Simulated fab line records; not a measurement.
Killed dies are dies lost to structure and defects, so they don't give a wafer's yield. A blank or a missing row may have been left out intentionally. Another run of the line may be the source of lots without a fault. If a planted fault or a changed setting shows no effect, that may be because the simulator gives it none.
Code-filled problem report in 8D (eight disciplines) form || flow n5Finfet || the parts of the form that need people (team, actions taken, sign-off) are left out

1. THE PROBLEM
Mean of oesProductAu at N5_PASSIVATION_ETCH_59: 0.20 a.u. across 2 wafers in 2 lots; on wafers with no fault it is 0.77 a.u. (standard deviation 0.094). Relative to the usual mean, that is a shift of -6.1 standard deviations.
The step: etches TaN in Cl2/BCl3, target depth 65 nm, time 34.9 s.
First seen on wafer L681.3, day 15 16:05, on rieMetal-03. At this step, 27 wafers from 9 lots have a number in the record. Rule for "out", or "out of limits": more than 4 standard deviations from the usual mean. The rest of the wafers with a number are treated as sound.

2. WHAT THIS IS AND IS NOT
{"question": "which readings at this step", "is": "oesProductAu, throttleValvePct", "is not": "drypumpMotorCurrentA, heBacksideLeakSccm"}
{"question": "which lots", "is": "L681, L682", "is not": "L676, L677, L679, L680, L691, L692, L693"}
{"question": "which wafers of those lots", "is": "L681.3, L682.1", "is not": "L681.1, L681.4, L682.2, L682.4"}
{"question": "read on which tools", "is": "rieMetal-02, rieMetal-03", "is not": "rieMetal-01"}
{"question": "when", "is": "from day 15 16:05", "is not": "up to then (14 sound wafers); but 11 sound wafers of L682, L691, L692, L693 came after"}

3. THE SUSPECTS, EACH WITH WHAT RULES IT OUT
Counting: if a tool at a process step up to the reading ran every lot that is out, it stays a suspect. Sound lots after the first of them don't rule it out here, since some wafers of a struck lot are sound.
- pvdSputter-03 at N5_PASSIVATION_AL_DEP_21 (deposits Al, target thk 2800 nm, time 170 s): kept. It processed each lot that is out (first: L681, day 15 14:55); up to then, its last sound lot is L680 (day 15 05:37).
After counting, what remains is pvdSputter-03 at N5_PASSIVATION_AL_DEP_21.

4. THE CAUSE (what the simulator had put in)
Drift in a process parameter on pvdSputter-03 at N5_PASSIVATION_AL_DEP_21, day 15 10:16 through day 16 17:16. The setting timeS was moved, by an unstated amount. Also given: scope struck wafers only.
After counting, this tool was the only one left.

5. THE EFFECT CHAIN, in route order
Each row: a reading where the mean over the struck wafers with a number is more than 3 standard deviations away from the usual. Only readings for which the record gives a usual standard deviation are gone through. hours: the time from each lot's start at the first step in this table that gives one to its start at this step, as a median over the lots. sigmas: the change in usual standard deviations.
{"hours": 0, "step": "N5_PASSIVATION_ETCH_59", "reading": "oesProductAu", "usual": "0.77 a.u.", "on struck wafers": 0.20, "change": -0.57, "sigmas": -6.1}
{"hours": 0, "step": "N5_PASSIVATION_ETCH_59", "reading": "throttleValvePct", "usual": "21.06 %", "on struck wafers": 22.28, "change": "+1.22", "sigmas": "+5.8"}
{"hours": 6, "step": "N5_PASSIVATION_PROBE_49", "reading": "defectLimitedYield", "usual": "91.2 %", "on struck wafers": 0.0, "change": -91.2, "sigmas": -61}
{"hours": 6, "step": "N5_PASSIVATION_PROBE_49", "reading": "killedAtOther", "usual": 4, "on struck wafers": 1084, "change": "+1080", "sigmas": "+99 or more"}
{"hours": 6, "step": "N5_PASSIVATION_PROBE_49", "reading": "killedDies", "usual": 103, "on struck wafers": 1180, "change": "+1077", "sigmas": "+60"}
{"hours": 6, "step": "N5_PASSIVATION_PROBE_49", "reading": "killedOnRim", "usual": 14, "on struck wafers": 152, "change": "+138", "sigmas": "+34"}
{"hours": 6, "step": "N5_PASSIVATION_PROBE_49", "reading": "sort_bin_5_function", "usual": "5.1 %", "on struck wafers": 96.8, "change": "+91.7", "sigmas": "+92"}
{"hours": 6, "step": "N5_PASSIVATION_PROBE_49", "reading": "sortNPass", "usual": 1076, "on struck wafers": 0, "change": -1076, "sigmas": -60}
{"hours": 6, "step": "N5_PASSIVATION_PROBE_49", "reading": "sortYieldPct", "usual": "91.2 %", "on struck wafers": 0.0, "change": -91.2, "sigmas": -61}
It contains these process steps:
- N5_PASSIVATION_ETCH_59: etches TaN in Cl2/BCl3, target depth 65 nm, time 34.9 s.
- N5_PASSIVATION_PROBE_49

6. WHAT WOULD HAVE CAUGHT IT SOONER
In this record no reading fell out of limits until day 15 16:05, 6 hours after the fault had begun at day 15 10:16.
Tool readings at N5_PASSIVATION_AL_DEP_21 with a usual standard deviation given in the record: none out on any struck wafer, hence no alarm at a limit of 4 standard deviations on them.
By day 15 16:05, every lot that is out (2) had started N5_PASSIVATION_AL_DEP_21 on pvdSputter-03. Holding the tool at that point would not have protected any of them.
